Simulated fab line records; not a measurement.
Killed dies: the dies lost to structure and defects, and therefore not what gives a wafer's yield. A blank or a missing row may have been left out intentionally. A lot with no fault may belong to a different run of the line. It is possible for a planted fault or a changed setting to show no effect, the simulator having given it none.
Which tool is to blame?	flow n5-finfet	7 lots, 18 wafers sampled, at 1 step of a route of 1938

== WHAT THE GAUGES READ, wafer by wafer ==
N5_STI_FIN_REVEAL_THK_MEAS_05.
lot	measured	on	thk-nm (nm)
L493	day 2 15:25	film-metro-02	133.2 131.1
L495	day 3 06:40	film-metro-02	132.7 131.2
L497	day 3 15:37	film-metro-01	129.4 131.5 131.8
L499	day 4 04:26	film-metro-02	133.3 133.6
L505	day 5 17:50	film-metro-02	132.6 130.4 130.4
L510	day 6 21:41	film-metro-02	130.1 131.2 131.9
L514	day 7 23:07	film-metro-01	131.4 131.0 133.2

== TOOL THAT RAN EACH LOT (tool first, then ch and the chambers of the sampled wafers, then the start) ==
Before these readings, the record contains no process step.

== THE ANSWER, worked out from the rows above alone ==
Rule: the usual values come from the lots themselves. Put in order of their means at a reading, lots are off if they are a third of the lots or fewer, leave a main group of 4 or more, and stand apart from it by a gap of 3 or more times the standard deviation of the main group's means; of several such gaps the widest counts. The tables above print the reading to a certain number of digits; a main group whose means all agree to those digits is not used. A lot without any number at a reading at which 4 lots or more have one is off too. All remaining lots with rows at the step are treated as sound.
No lot is off on any of the readings shown, so nothing can be concluded from this.

== WHAT THE SIMULATOR HAD PUT IN ==
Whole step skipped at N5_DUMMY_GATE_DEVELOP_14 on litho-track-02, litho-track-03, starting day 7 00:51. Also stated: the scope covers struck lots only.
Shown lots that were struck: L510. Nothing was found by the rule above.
